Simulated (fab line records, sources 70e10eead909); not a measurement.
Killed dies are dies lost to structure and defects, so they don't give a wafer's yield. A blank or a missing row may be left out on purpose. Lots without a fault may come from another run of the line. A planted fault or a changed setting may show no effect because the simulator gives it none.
A struck lot beside a sound one | flow nand_harc | 14 steps out of a route of 1302
Sound: wafers L661.1, L661.4, L661.6. Struck: wafers L665.4, L665.5, L665.6. The cause comes at the end.
At each step with rows: each side's tool, then ch and its chambers, then its first start. Under that, the readings that differ: sound wafers | struck wafers | difference of the means | sigmas: that difference in standard deviations of wafers without a fault.
alike: readings whose means differ by less than 2 such deviations, and words and numbers that are the same on both sides. not compared: withheld readings, readings that some wafer has no value for, bounds like >300 that may hide the same value, and numbers for which the record gives no deviation and whose values overlap.
The two part at a step that has a row with sigmas, a row that says differs or no value, or rows on one side only. Numbers that don't overlap but have no deviation are shown without sigmas and don't part them. A reading that every wafer of one side lacks parts them only if that side has two wafers or more.

first, 2 steps without rows for these wafers: NHARC_A_CONTACT_PEB_67 (peb time 65 s); NHARC_A_CONTACT_DEVELOP_68 (develop time 35 s).
NHARC_A_CONTACT_CD_MEAS_69: target cd 300 nm.
  sound on cd_sem-02 ch 0, day 25 18:45; struck on cd_sem-03 ch 0, day 26 21:54
  alike: cd_nm
NHARC_A_CONTACT_OVL_MEAS_70:
  sound on overlay-02, day 25 18:50; struck on overlay-02, day 26 21:59
  reading           | sound          | struck      | difference | sigmas
  overlay_x_nm (nm) | -1.2 -1.5 -1.2 | 0.8 0.9 1.3 | +2.3       | +3
  alike: overlay_y_nm
NHARC_A_CONTACT_INSPECT_71:
  sound on defect_inspect-02, day 25 18:52; struck on defect_inspect-01, day 26 22:01
  alike: raw_defect_count
NHARC_A_CONTACT_DESCUM_74: chemistry O2, time 3 s.
  sound on rie_diel-04 ch 0,1,2, day 25 18:56; struck on rie_diel-04 ch 0,3, day 26 22:05
  alike: drypump_motor_current_A, oes_product_au, rf_vpp_V, showerhead_plenum_p_Torr, throttle_valve_pct
  not compared: rf_hours_counter_h
NHARC_A_CONTACT_ETCH_75: etches the open film in CF4, target depth 39 nm, time 65 s.
  sound on rie_diel-04 ch 0,2,3, day 25 19:02; struck on rie_diel-04 ch 0,1, day 26 22:10
  reading                | sound                | struck               | difference | sigmas
  cf4_flow_sccm (sccm)   | 150.9 150.9 151.3    | 150.2 149.6 149.8    | -1.2       | -2
  throttle_valve_pct (%) | 13.268 13.266 13.279 | 13.278 13.303 13.284 | +0.017     | +2
  alike: bias_w, drypump_motor_current_A, oes_product_au, rf_fwd_power_W, rf_vpp_V, showerhead_plenum_p_Torr
  not compared: rf_hours_counter_h
then, 3 steps without rows for these wafers: NHARC_A_CONTACT_ETCH_76 (etches the open film in N2/H2, target depth 260 nm, time 475.3 s); NHARC_A_CONTACT_ETCH_77 (etches the open film in CF4/CHF3, target depth 108.9 nm, time 54.5 s); NHARC_A_CONTACT_ETCH_78 (etches the open film in O2/COS, target depth 5300 nm, time 1378 s).
NHARC_A_CONTACT_ETCH_124: etches the open film in C4F8/O2/Ar, time 140 s, target depth 700 nm.
  sound on har_cap_etch-02 ch 0,1, day 25 20:40; struck on har_cap_etch-02 ch 0,1, day 26 23:44
  alike: chamber_pressure_mTorr, oes_air_line_au
  not compared: rf_hours_counter_h
NHARC_A_CONTACT_ETCH_125: etches the open film in C4F8/O2/Ar, time 197 s, target depth 1918 nm.
  sound on har_cap_etch-02 ch 0,1, day 25 20:52; struck on har_cap_etch-02 ch 0,1, day 26 23:56
  alike: chamber_pressure_mTorr, oes_air_line_au
  not compared: rf_hours_counter_h
NHARC_A_CONTACT_ETCH_126: etches the open film in C4F8/O2/Ar, time 197 s, target depth 1918 nm.
  sound on har_cap_etch-02 ch 0,1, day 25 21:03; struck on har_cap_etch-02 ch 0,1, day 27 00:06
  no value came back on the struck wafers for chamber_pressure_mTorr (mTorr), oes_air_line_au (a.u.), time_s (s); on the sound wafers chamber_pressure_mTorr (mTorr) reads 20.015 19.994 20.022
  not compared: rf_hours_counter_h
NHARC_A_CONTACT_ETCH_127: etches the open film in C4F8/O2/Ar, time 197 s, target depth 1918 nm.
  sound on har_cap_etch-02 ch 0,1, day 25 21:14; struck on har_cap_etch-02 ch 0,1, day 27 00:17
  alike: chamber_pressure_mTorr, oes_air_line_au
  not compared: rf_hours_counter_h

WHERE THEY PART
First at NHARC_A_CONTACT_OVL_MEAS_70; last, within this record, at NHARC_A_CONTACT_ETCH_126. Later steps at which nothing parts them and some readings are alike: NHARC_A_CONTACT_ETCH_127.

WHY: what the simulator had put in
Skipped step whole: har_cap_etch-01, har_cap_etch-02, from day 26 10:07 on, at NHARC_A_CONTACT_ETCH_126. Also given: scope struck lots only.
